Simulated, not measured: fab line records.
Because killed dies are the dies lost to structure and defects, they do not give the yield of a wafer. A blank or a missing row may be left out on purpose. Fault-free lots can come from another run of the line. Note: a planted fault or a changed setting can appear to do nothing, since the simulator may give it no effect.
Matching of chambers	flow n5 finfet	cvd co-02 running N5_BEOL_M3_PRE_CLEAN_60: 3 sister chambers
The step time 15 s. 3 wafers are shown with their chamber, then 10 later ones without.

WAFERS, EACH WITH ITS CHAMBER
wafer	chamber	heater power w (W)
L855.2	2	76
L863.2	1	116
L863.5	0	117

WAFERS WITH NO CHAMBER GIVEN
wafer	heater power w (W)
L863.6	74
L864.1	76
L864.2	115
L864.4	75
L866.1	75
L866.5	120
L866.6	76
L869.1	77
L869.3	117
L869.5	118

EACH ONE'S CHAMBER
wafer	from the rows above	in truth
L863.6	2	2
L864.1	2	2
L864.2	can't be placed: 1 or 0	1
L864.4	2	2
L866.1	2	2
L866.5	can't be placed: 0 or 1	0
L866.6	2	2
L869.1	2	2
L869.3	can't be placed: 0 or 1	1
L869.5	can't be placed: 0 or 1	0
Placed correctly: 6 of 10. From these rows, 4 cannot be placed; in 4 the true chamber is one of the candidates. Number placed wrongly: 0.
How it was worked out, from the rows above alone: a wafer's distance from a chamber is the root of the sum, over the readings, of the square of ((its reading less the chamber's mean) divided by the reading's scatter). If the next closest chamber is less than 2 further off than the closest, the wafer can't be placed; otherwise it belongs to the closest. A chamber's mean is the mean of its shown wafers. The scatter: with one shown wafer a chamber, the root of the mean of the squares of how far each hidden wafer lies from its nearest shown one.
